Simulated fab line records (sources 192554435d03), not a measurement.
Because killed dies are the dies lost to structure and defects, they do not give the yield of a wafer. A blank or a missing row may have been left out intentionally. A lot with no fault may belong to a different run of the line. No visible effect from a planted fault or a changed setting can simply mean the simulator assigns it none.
Problem report, 8D (eight disciplines) form, completed by code ; flow n5 finfet ; the parts of the form that need people (team, actions taken, sign-off) are left out

## 1. WHAT IS WRONG
Mean of trench depth nm at N5_BEOL_M1_OCD_MEAS_38: 62.6 nm across 4 wafers in 3 lots; on wafers with no fault it is 55.1 nm (standard deviation 1.1). Relative to the usual mean, that is a shift of +6.8 standard deviations.
The first sign was on wafer L222.3 at day 8 06:49, on ocd-01. Wafers with a number at this step in the record: 25, from 9 lots. The rule behind "out" and "out of limits": a value lying over 4 standard deviations away from the usual mean. The rest of the wafers with a number are treated as sound.

## 2. WHAT THIS IS AND IS NOT
question;is;is not
which readings at this step;trench depth nm;-
which lots;L222, L224, L226;L221, L230, L235, L238, L239, L240
which wafers of those lots;L222.3, L224.3, L226.3, L226.4;L222.5, L224.1, L224.6
read on which gauges;ocd-01;ocd-02
when;from day 8 06:49;"up to then (4 sound wafers); but 17 sound wafers of L224, L230, L235, L238, L239, L240 came after"

## 3. WHAT RULES OUT EACH SUSPECT
Counting: if a tool at a process step up to the reading ran every lot that is out, it stays a suspect. Sound lots after the first of them don't rule it out here, since some wafers of a struck lot are sound.
- the gauge at N5_BEOL_M1_OCD_MEAS_38: ruled out. All the wafers that are out were read on ocd-01, but those of them that N5_BEOL_M1_TRENCH_ETCH_37 has rows for are out there too, on other tools.
- rie diel-05 at N5_BEOL_M1_TRENCH_ETCH_37 (etches SiOC in C4F6/O2, target depth 55.207 nm, time 29 s): kept. Ran every lot that is out, first one L222 (day 8 06:39); last sound lot up to then L221 (day 7 14:19). On those wafers its own readings are out: run length s.
- rie diel-05 at N5_BEOL_M1_STRIP_97 (strips in N2/H2, time 10 s): kept. Ran every lot that is out, first one L222 (day 8 06:49); last sound lot up to then L221 (day 7 14:28). With no start given for some of its lots, N5_BEOL_M1_STRIP_97 uses the hours and lot order of N5_BEOL_M1_OCD_MEAS_38.
After counting, rie diel-05 at N5_BEOL_M1_TRENCH_ETCH_37 and rie diel-05 at N5_BEOL_M1_STRIP_97 remain.

## 4. THE CAUSE (what the simulator had put in)
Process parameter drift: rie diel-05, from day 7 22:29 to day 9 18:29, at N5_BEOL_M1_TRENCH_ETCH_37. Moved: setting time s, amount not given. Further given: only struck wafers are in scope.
Of the 2 suspects that counting leaves, this tool is one.

## 5. THE EFFECT CHAIN, in route order
Each row: a reading where the mean over the struck wafers with a number is more than 3 standard deviations away from the usual. Readings are gone through only where the record gives a usual standard deviation; hours: the median, over the lots, of the time from a lot's start at the first step in this table giving one to that lot's start at this step; sigmas: the change measured in usual standard deviations.
hours;step;reading;usual;on struck wafers;change;sigmas
0;N5_BEOL_M1_TRENCH_ETCH_37;run length s;52.2 s;56.3;+4.1;+9.1
0;N5_BEOL_M1_OCD_MEAS_38;trench depth nm;55.1 nm;62.6;+7.5;+6.8
Process steps it contains:
- N5_BEOL_M1_TRENCH_ETCH_37: etches SiOC in C4F6/O2, target depth 55.207 nm, time 29 s.
Later steps that measure or inspect, where all struck wafers having a row at the step show a number for every such reading and not one has moved that far: N5_BEOL_M4_RC_MEAS_101.

## 6. HOW IT WOULD HAVE BEEN CAUGHT EARLIER
Counted from the fault's start at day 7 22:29, it took 8 hours until the first out-of-limits reading at a measuring or inspecting step in this record, taken at day 8 06:49.
At N5_BEOL_M1_TRENCH_ETCH_37, the tool's own readings (run length s) were out on each struck wafer the step has a row for, so an alarm limit on them would have fired on the first such wafer.
L224, L226, from the lots that are out (3), started N5_BEOL_M1_TRENCH_ETCH_37 on rie diel-05 later than day 8 06:49. A hold on the tool at that time would have spared those 2.
